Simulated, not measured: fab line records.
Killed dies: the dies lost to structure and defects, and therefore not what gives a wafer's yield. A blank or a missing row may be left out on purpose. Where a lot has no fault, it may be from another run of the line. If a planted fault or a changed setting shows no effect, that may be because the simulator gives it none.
fab line records	flow n5Finfet
record: lots: 6	wafers: 18	lastDay: 17
route steps=1938 shown BEOL_M4@1071 BEOL_M5@1112 PASSIVATION@1936
lots that met no fault: from a run of the same line without faults
startH: hours from the record's opening day to when the first of the lot's shown wafers began	waitH: how many hours have passed since the lot's step before this one	" same as the row above	L1.1+2: a row that stands for several wafers	- value missing, or start not given	* or withheld: withheld	< > ~ a bound
route shown NAME@n: a module of which the file shows steps, and the number in the route of the first	usual: mean/standard deviation taken from wafers without a fault	same: alike in all rows	chamber/n: place in a boat	sites: the reading at each site	_std_site: their standard deviation	_edge_site: outer sites' mean less inner sites'	radiusMm: for every site, how far away it sits from the centre of the wafer	mask NAME#n: copy n	behind: the last tool/chamber to shape the wafer	hold: why the lot went on hold/how many hours it stayed there/how the hold came to an end	device: which transistor (n, p or np) failed to switch	end of line: tests run on the same wafers once the route is complete	for a step that has no rows: nothing shown but its recipe	killed: not the wafer's yield, but the dies lost to structure and defects at the first sort	map: a wafer's dies, x killed, . not, _ none there
set.NAME: the setting as run; set.NAME@STEP: as run at that earlier step	model.NAME: the simulator's own value behind a step, which no gauge read
lots seen at some steps along the route; tables by step, rows by wafer
services: when a tool's chamber went out of use (startH, in hours from the record's first day, below 0 if earlier), for how many hours, and the reason
== steps ==
step: N5_BEOL_M4_ETCH_41
recipe: chemistry: CH3F/O2	target: SiCN	targetDepthA: 299	taperDeg: 2	timeS: 52.5	ionEnergyEv: 120	maskMaterial: TiN	pressureMtorr: 30	sourceW: 395	biasW: 75	Ar_flow_sccm: 150	CH3F_flow_sccm: 30	O2_flow_sccm: 20
step: N5_BEOL_M4_STRIP_97
recipe: chemistry: N2/H2	timeS: 10	powerW: 450	tempC: 40	pressureMtorr: 20	rfFrequencyHz: 6e+07	biasPowerW: 7	n2FlowSccm: 200	h2FlowSccm: 200
step: N5_BEOL_M4_OCD_MEAS_38
usual: trenchDepthNm: 55.3/1.2
lot.wafer	tool	chamber	startH	waitH	trenchDepthNm
L543.3	ocd-01	-	164.03	-	55.3
L543.4	"	-	"	"	56.3
L543.6	"	-	"	"	55.3
L544.4	ocd-02	-	167.15	-	53.3
L544.5	"	-	"	"	53.5
L544.6	"	-	"	"	53.7
L545.3	ocd-01	-	169.27	-	54.1
L545.5	"	-	"	"	55.9
L545.6	"	-	"	"	54.3
L554.2	ocd-01	-	228.58	-	57.4
L554.3	"	-	"	"	54.0
L554.4	"	-	"	"	56.7
L555.3	ocd-01	-	234.67	-	54.8
L555.5	"	-	"	"	54.4
L555.6	"	-	"	"	56.7
L566.4	ocd-02	-	303.85	-	54.4
L566.5	"	-	"	"	56.5
L566.6	"	-	"	"	54.6
step: N5_BEOL_M4_HM_STRIP_39
recipe: chemistry: peroxideTinStrip	material: TiN	targetDepthA: 250	tempC: 50	timeS: 158
step: N5_BEOL_M4_SRD_40
recipe: timeS: 30	tempC: 23	rinseLiquid: diw	dry: ipaMarangoni
step: N5_BEOL_M4_PRECLEAN_42
recipe: chemistry: residueRemover	timeS: 60	tempC: 40
step: N5_BEOL_M4_SRD_43
recipe: timeS: 30	tempC: 23	rinseLiquid: diw	dry: ipaMarangoni
step: N5_BEOL_M4_CD_MEAS_35
recipe: targetCdNm: 18	targetCdYNm: 22.4	polarity: opening
usual: cdNm: 17.8/0.35
lot.wafer	tool	chamber	startH	waitH	cdNm
L543.3	cdSem-03	-	164.18	0.0	17.5
L543.4	"	-	"	"	17.9
L543.6	"	-	"	"	17.8
L544.4	cdSem-02	-	167.34	0.0	17.8
L544.5	"	-	"	"	17.4
L544.6	"	-	"	"	17.5
L545.3	cdSem-02	-	169.42	0.0	17.8
L545.5	"	-	"	"	18.0
L545.6	"	-	"	"	18.2
L554.2	cdSem-03	-	228.74	0.0	17.8
L554.3	"	-	"	"	17.5
L554.4	"	-	"	"	17.7
L555.3	cdSem-03	-	234.83	0.0	17.3
L555.5	"	-	"	"	17.9
L555.6	"	-	"	"	17.6
L566.4	cdSem-03	-	304.02	0.0	18.0
L566.5	"	-	"	"	17.7
L566.6	"	-	"	"	18.3
step: N5_BEOL_M4_DEGAS_44
recipe: ambient: vacuum	tempC: 250	timeS: 60
step: N5_BEOL_M4_PRE_CLEAN_45
recipe: gas: H2/He	timeS: 30	tempC: 250
usual: heaterPowerW: 334/28
lot.wafer	tool	chamber	startH	waitH	heaterPowerW
L543.3	pvdSputter-01	-	164.57	0.0	327
L543.4	"	-	"	"	355
L543.6	"	-	"	"	319
L544.4	pvdSputter-02	-	167.59	0.0	302
L544.5	"	-	"	"	350
L544.6	"	-	"	"	311
L545.3	pvdSputter-03	-	169.81	0.0	362
L545.5	"	-	"	"	348
L545.6	"	-	"	"	303
L554.2	pvdSputter-03	-	228.98	0.0	348
L554.3	"	-	"	"	302
L554.4	"	-	"	"	377
L555.3	pvdSputter-02	-	235.31	0.0	313
L555.5	"	-	"	"	311
L555.6	"	-	"	"	347
L566.4	pvdSputter-03	-	304.44	0.0	352
L566.5	"	-	"	"	309
L566.6	"	-	"	"	349
step: N5_BEOL_M4_ALD_84
recipe: material: TaN	targetThkA: *	tempC: 275	aldPrecursorFamily: PDMAT	aldCoReactant: NH3	pressureTorr: 3	carrierFlowSccm: 1500	pulseTimeS: 2	purgeTimeS: 3	coReactantPurgeTimeS: 2	coReactantPulseTimeS: 3	aldCycles: 30	precursorVesselTempC: 75	precursorVesselPressureTorr: 26.25	precursorVesselCarrierSccm: 1000
step: N5_BEOL_M4_SURFACE_TREAT_85
recipe: gas: Ar	timeS: *	ionEnergyEv: *	ionCurrentMaCm2: 0.5	pressureMtorr: *	arFlowSccm: 30
step: N5_BEOL_M4_CVD_47
recipe: material: Co	targetThkA: 30	tempC: withheld	precursor: CCTBA/H2	pressureTorr: 30	timeS: 223.8
lot.wafer	tool	chamber	startH	waitH
L543.3+4+6	cvdCo-02	0,0,2	164.99	0.1
L544.4+5+6	cvdCo-02	1,2,0	168.08	0.2
L545.3+5+6	cvdCo-01	2,0,2	170.21	0.0
L554.2+3+4	cvdCo-01	1,0,1	229.42	0.0
L555.3+5+6	cvdCo-01	2,1,0	235.98	0.1
L566.4+5+6	cvdCo-02	1,2,0	305.07	0.1
step: N5_BEOL_M4_SPUTTER_48
recipe: material: Cu	targetThkA: 45	tempC: -20	chamberPressurePa: 0.07	powerW: withheld	timeS: 8.29
usual: chuckGasFlowSccm: 1.27/0.05	throttleValvePct: 30.0/1
lot.wafer	tool	chamber	startH	waitH	chuckGasFlowSccm	throttleValvePct
L543.3	pvdSputter-01	-	165.23	0.2	1.35	30.2
L543.4	"	-	"	"	1.23	30.3
L543.6	"	-	"	"	1.19	30.7
L544.4	pvdSputter-01	-	168.21	0.1	1.26	30.7
L544.5	"	-	"	"	1.26	30.2
L544.6	"	-	"	"	1.25	30.5
L545.3	pvdSputter-01	-	170.51	0.2	1.19	30.8
L545.5	"	-	"	"	1.31	30.4
L545.6	"	-	"	"	1.30	30.6
L554.2	pvdSputter-01	-	229.66	0.2	1.27	29.4
L554.3	"	-	"	"	1.27	30.6
L554.4	"	-	"	"	1.32	30.3
L555.3	pvdSputter-02	-	236.14	0.1	1.30	28.9
L555.5	"	-	"	"	1.32	30.4
L555.6	"	-	"	"	1.30	28.0
L566.4	pvdSputter-03	-	305.24	0.1	1.30	30.1
L566.5	"	-	"	"	1.26	29.7
L566.6	"	-	"	"	1.21	30.1
step: N5_BEOL_M4_ANNEAL_49
recipe: tempC: 400	timeS: 240	ambient: vacuum
step: N5_BEOL_M4_SPUTTER_79
recipe: material: Cu	targetThkA: 45	tempC: -20	chamberPressurePa: 0.07	powerW: withheld	timeS: 8.29
step: N5_BEOL_M4_ANNEAL_80
recipe: tempC: 400	timeS: 240	ambient: vacuum
step: N5_BEOL_M4_SPUTTER_81
recipe: material: Cu	targetThkA: 45	tempC: -20	chamberPressurePa: 0.07	powerW: withheld	timeS: 8.29
step: N5_BEOL_M4_ANNEAL_82
recipe: tempC: 400	timeS: 240	ambient: vacuum
step: N5_BEOL_M4_SPUTTER_86
recipe: material: Cu	targetThkA: 45	tempC: -20	chamberPressurePa: 0.07	powerW: withheld	timeS: 8.29
step: N5_BEOL_M4_ANNEAL_87
recipe: tempC: 400	timeS: 240	ambient: vacuum
step: N5_BEOL_M4_SPUTTER_88
recipe: material: Cu	targetThkA: 45	tempC: -20	chamberPressurePa: 0.07	powerW: withheld	timeS: 8.29
usual: chuckGasFlowSccm: 1.26/0.056	throttleValvePct: 30.0/1.1
lot.wafer	tool	chamber	startH	waitH	chuckGasFlowSccm	throttleValvePct
L543.3	pvdSputter-01	-	166.11	0.1	1.26	30.3
L543.4	"	-	"	"	1.22	30.6
L543.6	"	-	"	"	1.30	30.8
L544.4	pvdSputter-01	-	169.09	0.0	1.35	30.9
L544.5	"	-	"	"	1.32	30.4
L544.6	"	-	"	"	1.33	30.1
L545.3	pvdSputter-01	-	171.39	0.1	1.26	30.5
L545.5	"	-	"	"	1.24	30.6
L545.6	"	-	"	"	1.21	30.4
L554.2	pvdSputter-01	-	230.54	0.1	1.37	29.4
L554.3	"	-	"	"	1.22	30.8
L554.4	"	-	"	"	1.20	30.3
L555.3	pvdSputter-02	-	237.02	0.1	1.25	29.0
L555.5	"	-	"	"	1.22	30.3
L555.6	"	-	"	"	1.28	28.0
L566.4	pvdSputter-03	-	306.12	0.1	1.15	29.8
L566.5	"	-	"	"	1.20	29.9
L566.6	"	-	"	"	1.24	29.9
step: N5_BEOL_M4_ANNEAL_89
recipe: tempC: 400	timeS: 240	ambient: vacuum
step: N5_BEOL_M4_SPUTTER_90
recipe: material: Cu	targetThkA: 45	tempC: -20	chamberPressurePa: 0.07	powerW: withheld	timeS: 8.29
step: N5_BEOL_M4_ANNEAL_91
recipe: tempC: 400	timeS: 240	ambient: vacuum
usual: heaterPowerW: 835/70
lot.wafer	tool	chamber	startH	waitH	heaterPowerW
L543.3	pvdSputter-01	-	166.41	0.0	899
L543.4	"	-	"	"	879
L543.6	"	-	"	"	817
L544.4	pvdSputter-01	-	169.42	0.1	807
L544.5	"	-	"	"	809
L544.6	"	-	"	"	894
L545.3	pvdSputter-01	-	171.69	0.0	809
L545.5	"	-	"	"	817
L545.6	"	-	"	"	813
L554.2	pvdSputter-01	-	230.84	0.0	777
L554.3	"	-	"	"	819
L554.4	"	-	"	"	894
L555.3	pvdSputter-02	-	237.32	0.0	912
L555.5	"	-	"	"	763
L555.6	"	-	"	"	772
L566.4	pvdSputter-03	-	306.42	0.0	934
L566.5	"	-	"	"	945
L566.6	"	-	"	"	922
step: N5_BEOL_M4_SPUTTER_92
recipe: material: Cu	targetThkA: 45	tempC: -20	chamberPressurePa: 0.07	powerW: withheld	timeS: 8.29
step: N5_BEOL_M4_ANNEAL_93
recipe: tempC: 400	timeS: 240	ambient: vacuum
step: N5_BEOL_M4_SPUTTER_94
recipe: material: Cu	targetThkA: 45	tempC: -20	chamberPressurePa: 0.07	powerW: withheld	timeS: 8.29
step: N5_BEOL_M4_ANNEAL_95
recipe: tempC: 400	timeS: 240	ambient: vacuum
step: N5_BEOL_M4_SPUTTER_96
recipe: material: Cu	targetThkA: 45	tempC: -20	chamberPressurePa: 0.07	powerW: withheld	timeS: 8.29
step: N5_BEOL_M4_ECD_50
recipe: material: Cu	targetThkA: 3000
step: N5_BEOL_M4_ANNEAL_51
recipe: tempC: 225	timeS: 90	ambient: N2
step: N5_BEOL_M4_CMP_52
recipe: stopOn: SiOC	tOverpolishS: 6.8	downForcePsi: 1	platenRpm: 50	clearingPlatenDownForcePsi: 1.5	clearingPlatenRpm: 50	postCmpClean: cuAlkaline	targetThkNm: 40	clearingPlatenPadVelocityMS: 0.99484	padVelocityMS: 0.99484
step: N5_BEOL_M4_THK_MEAS_53
recipe: thkMeasGauge: xrf	reads: Cu_of_BEOL_M4_ECD_50
usual: M4_THK: 40.6/1.6
lot.wafer	tool	chamber	startH	waitH	M4_THK[nm]
L543.3	filmMetro-01	-	167.92	-	40.0
L543.4	"	-	"	"	40.0
L543.6	"	-	"	"	38.9
L544.4	filmMetro-02	-	170.74	-	37.9
L544.5	"	-	"	"	39.7
L544.6	"	-	"	"	38.2
L545.3	filmMetro-02	-	173.14	-	39.0
L545.5	"	-	"	"	39.6
L545.6	"	-	"	"	39.7
L554.2	filmMetro-02	-	232.83	-	40.9
L554.3	"	-	"	"	39.0
L554.4	"	-	"	"	40.8
L555.3	filmMetro-02	-	238.69	-	41.7
L555.5	"	-	"	"	40.0
L555.6	"	-	"	"	41.7
L566.4	filmMetro-02	-	307.80	-	40.5
L566.5	"	-	"	"	42.7
L566.6	"	-	"	"	37.9
step: N5_BEOL_M4_PRE_CLEAN_60
recipe: gas: NH3/H2	timeS: 15	tempC: *	rfPowerW: 300
step: N5_BEOL_M4_CO_CAP_55
recipe: material: Co	targetThkA: 20	tempC: 200	precursor: CCTBA/H2	pressureTorr: 30	timeS: 102.1
step: N5_BEOL_M4_PRE_CLEAN_56
recipe: gas: NH3	timeS: 15	tempC: withheld	rfPowerW: 300
step: N5_BEOL_M4_DEP_57
recipe: material: SiCN	targetThkA: 80	tempC: withheld	precursor: 3MS/NH3	pressureTorr: 3	rfW: 202	timeS: 14
step: N5_BEOL_M4_RS_MEAS_58
recipe: thkMeasGauge: four-point-probe	reads: Co_of_BEOL_M4_CO_CAP_55+Cu_of_BEOL_M4_ECD_50+Co_of_BEOL_M4_CVD_47+TaN_of_BEOL_M4_ALD_84
usual: M4_RS: 0.67/0.033
lot.wafer	tool	chamber	startH	waitH	M4_RS[ohm/sq]
L543.3	filmMetro-02	-	168.18	0.1	0.67
L543.4	"	-	"	"	0.67
L543.6	"	-	"	"	0.70
L544.4	filmMetro-02	-	171.00	0.0	0.72
L544.5	"	-	"	"	0.68
L544.6	"	-	"	"	0.72
L545.3	filmMetro-02	-	173.40	0.1	0.69
L545.5	"	-	"	"	0.68
L545.6	"	-	"	"	0.68
L554.2	filmMetro-02	-	233.09	0.1	0.65
L554.3	"	-	"	"	0.69
L554.4	"	-	"	"	0.65
L555.3	filmMetro-01	-	238.96	0.1	0.65
L555.5	"	-	"	"	0.67
L555.6	"	-	"	"	0.64
L566.4	filmMetro-01	-	308.06	0.0	0.66
L566.5	"	-	"	"	0.62
L566.6	"	-	"	"	0.72
step: N5_BEOL_M4_RC_MEAS_101
usual: DIBL_N: 36.6/1.7	DIBL_P: 36.7/2	IOFF_N: 0.16/0.033	IOFF_P: 0.22/0.04	ION_N: 673/12	ION_P: 463/7.9	SS_N: 71.7/0.58	SS_P: 73.3/0.64	VT_N: 249/3.3	VT_P: -249/3.1
lot.wafer	tool	chamber	startH	waitH	DIBL_N[mV/V]	DIBL_P[mV/V]	IOFF_N[nA/um]	IOFF_P[nA/um]	ION_N[uA/um]	ION_P[uA/um]	SS_N[mV/dec]	SS_P[mV/dec]	VT_N[mV]	VT_P[mV]
L543.3	prober-01	0	168.54	0.3	38.7	38.3	0.19	0.26	674	462	72.5	73.4	250	-247
L543.4	"	0	"	"	36.7	36.8	0.16	0.23	681	467	71.0	73.3	250	-247
L543.6	"	0	"	"	37.2	37.7	0.17	0.24	672	466	71.3	73.4	247	-247
L544.4	prober-02	0	171.51	0.5	34.5	35.6	0.13	0.18	667	453	70.7	73.4	253	-254
L544.5	"	0	"	"	34.3	35.1	0.13	0.17	657	449	71.0	72.7	251	-255
L544.6	"	0	"	"	37.2	40.0	0.19	0.23	688	460	71.6	73.8	248	-255
L545.3	prober-02	0	173.76	0.3	36.5	36.3	0.14	0.20	666	464	71.8	73.3	252	-249
L545.5	"	0	"	"	36.9	36.6	0.15	0.20	670	466	71.5	72.6	251	-252
L545.6	"	0	"	"	36.0	35.6	0.14	0.19	661	457	71.7	73.4	251	-251
L554.2	prober-01	0	233.30	0.2	36.8	38.0	0.20	0.25	683	461	72.1	73.5	245	-248
L554.3	"	0	"	"	35.8	36.6	0.18	0.23	675	458	71.1	73.4	244	-251
L554.4	"	0	"	"	34.0	35.0	0.14	0.20	663	454	71.8	73.3	250	-252
L555.3	prober-01	0	239.31	0.3	38.0	36.8	0.17	0.23	670	457	72.4	73.4	251	-251
L555.5	"	0	"	"	41.5	41.0	0.25	0.32	685	469	73.2	74.5	245	-247
L555.6	"	0	"	"	39.8	38.9	0.22	0.27	681	468	72.5	73.7	247	-248
L566.4	prober-01	0	308.57	0.5	34.3	33.2	0.13	0.20	661	471	70.8	72.2	248	-245
L566.5	"	0	"	"	34.4	34.2	0.13	0.22	670	465	70.8	72.7	252	-247
L566.6	"	0	"	"	37.5	37.0	0.17	0.26	668	467	72.1	73.1	251	-244
step: N5_BEOL_M5_ILD_DEP_00
recipe: material: SiCOH_lowk	targetThkA: 1406.4	tempC: 300	precursor: DEMS/porogen	pressureTorr: 5	rfW: 500	timeS: 25.9
usual: heaterPowerW: 298/91	showerheadPlenumPTorr: 5.737/0.021	throttleValvePct: 13.5/0.6
lot.wafer	tool	chamber	startH	waitH	heaterPowerW	showerheadPlenumPTorr	throttleValvePct
L543.3	pecvd-04	1	169.20	0.5	360	5.753	13.6
L543.4	"	2	"	"	222	5.702	13.2
L543.6	"	1	"	"	372	5.742	13.5
L544.4	pecvd-02	1	172.03	0.4	263	5.740	14.5
L544.5	"	0	"	"	247	5.755	14.1
L544.6	"	2	"	"	402	5.739	12.2
L545.3	pecvd-04	1	174.41	0.5	398	5.725	13.4
L545.5	"	0	"	"	160	5.742	13.0
L545.6	"	2	"	"	249	5.685	13.6
L554.2	pecvd-02	1	234.11	0.7	271	5.721	14.3
L554.3	"	2	"	"	355	5.747	12.4
L554.4	"	0	"	"	205	5.759	13.8
L555.3	pecvd-04	0	239.97	0.5	184	5.736	13.3
L555.5	"	2	"	"	219	5.698	13.4
L555.6	"	0	"	"	184	5.753	13.4
L566.4	pecvd-04	0	309.12	0.4	157	5.736	13.2
L566.5	"	1	"	"	391	5.753	13.5
L566.6	"	0	"	"	162	5.768	13.5
step: N5_PASSIVATION_PROBE_49
usual: defectLimitedYield: 91.1/1.4	killed_at_M0_to_M3: 34/11	killed_at_M4_up: 14/5.7	killedAtContacts: 14/6.9	killedAtFrontEnd: 40/11	killedAtOther: 4/3.1	killedDies: 105/17	killedOpen: 70/13	killedShort: 34/7.6	sort_bin_5_function: 5.3/0.95	sort_bin_6_memory: 3.3/0.64	sortNPass: 1075/17	sortYieldPct: 91.1/1.4
same: grossDies: 1180	killedAtBackSide: 0	sort_bin_4_leakage[%]: 0	sort_bin_8_speed[%]: 0
lot.wafer	tool	chamber	startH	waitH	defectLimitedYield[%]	killed_at_M0_to_M3	killed_at_M4_up	killedAtContacts	killedAtFrontEnd	killedAtOther	killedDies	killedOpen	killedShort	sort_bin_5_function[%]	sort_bin_6_memory[%]	sortNPass	sortYieldPct[%]
L545.3	prober-01	-	270.61	0.1	91.6	38	12	7	38	4	99	56	42	5.3	2.8	1081	91.6
L545.5	prober-01	-	270.71	0.2	91.9	26	17	0	48	5	96	62	31	5.5	2.4	1084	91.9
L545.6	prober-01	-	270.76	0.3	91.9	27	15	15	35	4	96	62	34	4.4	3.6	1084	91.9
L554.2	prober-01	-	343.54	0.1	80.4	40	146	11	33	1	231	58	35	12.5	4.1	949	80.4
L554.3	prober-01	-	343.59	0.1	83.9	32	109	23	20	6	190	58	32	8.9	3.9	990	83.9
L554.4	prober-01	-	343.64	0.2	79.7	33	158	12	35	1	239	56	37	13.1	4.2	941	79.7
L555.3	prober-01	-	362.21	0.1	83.6	35	113	12	33	0	193	61	29	10.2	3.5	987	83.6
L555.5	prober-01	-	362.31	0.2	77.4	54	154	9	48	2	267	76	43	13.6	5.4	913	77.4
L555.6	prober-01	-	362.36	0.3	83.9	22	119	15	31	3	190	52	30	9.9	3.6	990	83.9
L566.4	prober-02	-	411.10	0.2	91.4	34	21	10	34	2	101	59	40	5.5	2.9	1079	91.4
L566.5	prober-02	-	411.15	0.2	90.8	16	18	29	45	0	108	78	28	5.4	3.1	1072	90.8
L566.6	prober-02	-	411.20	0.3	91.1	37	17	13	38	0	105	69	36	5.5	2.7	1075	91.1
killed by level:class
L545.3 BEOL_M0_SAQP:geometricParticle:short=12 DUMMY_GATE:geometricParticle:open=7 BEOL_M3:geometricParticle:open=7 BEOL_M1:geometricParticle:open=6 MOL_CONTACT_COAG:geometricParticle:open=5 STI_FIN_REVEAL:geometricParticle:open=4 BEOL_M0_SAQP:geometricParticle:open=4 GATE_CUT:geometricParticle:short=4
L545.5 DUMMY_GATE:geometricParticle:open=10 FIN_SAQP:geometricParticle:open=8 GATE_CUT:geometricParticle:short=6 FIN_SAQP:geometricParticle:short=5 BEOL_M0_SAQP:geometricParticle:open=5 BEOL_M0_SAQP:geometricParticle:short=5 BEOL_M2:geometricParticle:open=5 BEOL_M5:geometricParticle:open=5
L545.6 MOL_CONTACT_COAG:geometricParticle:open=14 STI_FIN_REVEAL:geometricParticle:open=10 BEOL_M1:geometricParticle:open=10 BEOL_M0_SAQP:geometricParticle:open=5 BEOL_M4:geometricParticle:open=4 BEOL_M4:geometricParticle:short=4 STARTING-WAFER:geometricParticle:short=4 STI_FIN_REVEAL:geometricParticle:short=3
L554.2 BEOL_M4:unspecified=137 BEOL_M3:geometricParticle:open=12 BEOL_M0_SAQP:geometricParticle:short=10 MOL_CONTACT_COAG:geometricParticle:open=9 BEOL_M0_SAQP:geometricParticle:open=7 STI_FIN_REVEAL:geometricParticle:open=6 GATE_CUT:geometricParticle:short=6 BEOL_M2:geometricParticle:open=4
L554.3 BEOL_M4:unspecified=98 MOL_CONTACT_COAG:geometricParticle:open=18 BEOL_M0_SAQP:geometricParticle:short=8 BEOL_M3:geometricParticle:open=8 BEOL_M4:geometricParticle:open=8 BEOL_M0_SAQP:geometricParticle:open=7 GATE_CUT:geometricParticle:short=6 MOL_CONTACT_COAG:geometricParticle:short=5
L554.4 BEOL_M4:unspecified=146 BEOL_M3:geometricParticle:open=11 MOL_CONTACT_COAG:geometricParticle:open=8 BEOL_M0_SAQP:geometricParticle:short=8 FIN_SAQP:geometricParticle:open=7 FIN_SAQP:geometricParticle:short=5 BEOL_M2:geometricParticle:open=5 MOL_CONTACT_COAG:geometricParticle:short=4
L555.3 BEOL_M4:unspecified=101 MOL_CONTACT_COAG:geometricParticle:open=11 BEOL_M3:geometricParticle:open=9 BEOL_M1:geometricParticle:open=6 BEOL_M4:geometricParticle:open=5 BEOL_M0_SAQP:geometricParticle:open=5 BEOL_M0_SAQP:geometricParticle:short=5 STARTING-WAFER:geometricParticle:open=5
L555.5 BEOL_M4:unspecified=146 BEOL_M0_SAQP:geometricParticle:short=14 FIN_SAQP:geometricParticle:short=11 FIN_SAQP:geometricParticle:open=11 BEOL_M1:geometricParticle:open=10 BEOL_M3:geometricParticle:open=9 STI_FIN_REVEAL:geometricParticle:open=8 BEOL_M0_SAQP:geometricParticle:open=8
L555.6 BEOL_M4:unspecified=105 MOL_CONTACT_COAG:geometricParticle:open=11 FIN_SAQP:geometricParticle:short=8 BEOL_M4:geometricParticle:open=8 BEOL_M3:geometricParticle:open=7 STI_FIN_REVEAL:geometricParticle:open=5 FIN_SAQP:geometricParticle:open=4 GATE_CUT:geometricParticle:short=4
L566.4 FIN_SAQP:geometricParticle:open=10 FIN_SAQP:geometricParticle:short=10 MOL_CONTACT_COAG:geometricParticle:open=8 BEOL_M3:geometricParticle:open=7 BEOL_M4:geometricParticle:open=7 BEOL_M1:geometricParticle:short=6 BEOL_M3:geometricParticle:short=6 BEOL_M0_SAQP:geometricParticle:open=5
L566.5 MOL_CONTACT_COAG:geometricParticle:open=24 FIN_SAQP:geometricParticle:open=10 BEOL_M4:geometricParticle:open=10 FIN_SAQP:geometricParticle:short=10 STI_FIN_REVEAL:geometricParticle:open=10 MOL_CONTACT_COAG:geometricParticle:short=5 GATE_CUT:geometricParticle:open=4 BEOL_M0_SAQP:geometricParticle:open=3
L566.6 FIN_SAQP:geometricParticle:open=11 BEOL_M0_SAQP:geometricParticle:short=10 STI_FIN_REVEAL:geometricParticle:open=9 MOL_CONTACT_COAG:geometricParticle:open=9 FIN_SAQP:geometricParticle:short=8 BEOL_M3:geometricParticle:open=8 BEOL_M4:geometricParticle:open=7 BEOL_M1:geometricParticle:open=5
map L554.4 (x killed, . not)
_________________.....x......________________
______________.................._____________
___________.....x..x....x...x......__________
__________....x........x.x.........x_________
________...x.x.x..x.....x...x.x...x..._______
_______...xxxxx.xxxx........x..........______
______..x.xxxxxxxxxxx..................._____
_____....xxxxxxxxxxx..x..x...............____
____.x...xxxxxxxxxxxxxxx............x.....___
___.....xxxxxxxxxxxxxxxx.x.........x.......__
___..xxxxxxxxxxxxxxxxx..x...........x......__
__.....xxxxxxxxxxxxxxxxx.x.....x.x.........._
__......xxxxxxxxxxxxx.....x...........x....._
_..x.x....xxxxxxxxxxx..........x......x......
_.x....x.x.xxxxxxxxxx.............x.x........
_x....x..x.x.xxx..xx........x................
_.....x......xxx.............x.......x.xx....
_.x...................x..........x.x.....x..x
_.....x......x..x..........x.................
_...x.............xx.........x...............
_......xx........x..x....x..........x........
__.........................................._
__.................................x..x....._
___.......x..................x...xx....x.xx__
___...........x....................x.......__
____..........x....xx..........x..........___
_____..........x..............x.....x....____
______....x.................x..........._____
_______.....................x..........______
________..............x..............._______
__________............x.....x.x....._________
___________.......xx.......x......x__________
______________................x._____________
_________________............________________
map L555.5 (x killed, . not)
_________________........x.x.________________
______________.............x...._____________
___________xx....x.....x...x.......__________
__________.............x............_________
________.x...x...xx.......x........x.._______
_______..x.x.xxxxxxx............x...x..______
______.x..xxxxxxxxxxxxx....x..........x._____
_____.....xxxxxxxxxxx.xxx..x....x........____
____....xxxxxxxxxxxxxxx.x.x...............___
___x...x.xxxxxxxxxxxxx...x....x......x.....__
___.x.x.xxxxxxxxxxxxxxxx.........x.x...x...__
__x....x.xxxxxxxxxxxxxx....................._
__...x..xxxxxxxxxxxxxxxxx......x............_
_xx....x.xxxxxxxxxxxxx.......x.x...........x.
_.....xx...xxxxx.xxxxx...x......x.....x......
_...x.....xxxxxxx.x.x....x...............x...
_..........x....x...x.......x..x..xx..x..x...
_....................x........x.x...........x
_...........x..xxxx........x.................
_......x..x...x..........x.........x........x
_.............................xx.............
__.........................xx............x.._
__x.x.x......x.x......x.........x..........._
___.....x....x.x...x...........x.........xx__
___................x................x......__
____......x......x..x...........xx........___
_____....x...........x..xxx..x...........____
______........................x....xx.xx_____
_______.............x.......x..........______
________......x......................._______
__________.......................x.._________
___________.x...x....x.............__________
______________.................._____________
_________________...x.x....x.________________
== services ==
tool	chamber	startH	hours	kind
cvdCo-01	-	153.44	0.8	repair
cvdCo-01	-	169.30	0.6	repair
cvdCo-02	-	208.14	2.8	pm
pecvd-04	-	217.39	1.0	repair
pecvd-02	0	227.39	2.1	scheduledDown
pvdSputter-03	-	235.09	39.9	repair
cvdCo-02	-	236.69	1.0	repair
pecvd-02	2	257.54	8.1	repair
pecvd-02	-	258.78	6.9	repair
pecvd-02	-	276.17	1.1	repair
pecvd-04	1	293.87	2.1	scheduledDown
cvdCo-01	-	297.40	6.9	pm
pecvd-02	-	308.00	1.4	repair
== key ==
firstSign: step: N5_PASSIVATION_PROBE_49	reading: killed_at_M4_up	direction: up	sigmas: 21	usual: 14	struck: 133
effect: step: N5_PASSIVATION_PROBE_49	reading: defectLimitedYield	direction: down	sigmas: 6.8	usual: 91.1	struck: 81.5
moreKillsBornAt: N5_BEOL_M4_CVD_47@cvdCo-01: 732
metAt N5_BEOL_M4_CVD_47
struckWafers L554.2,L554.3,L554.4,L555.3,L555.5,L555.6
onsetBetween 170.21 229.42
fault: kind: chamberParticleSource	tool: cvdCo-01	chamber: -	onsetH: 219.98	steps: N5_BEOL_M4_CVD_47	ratePerVisitCm2: 1.368	endH: 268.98
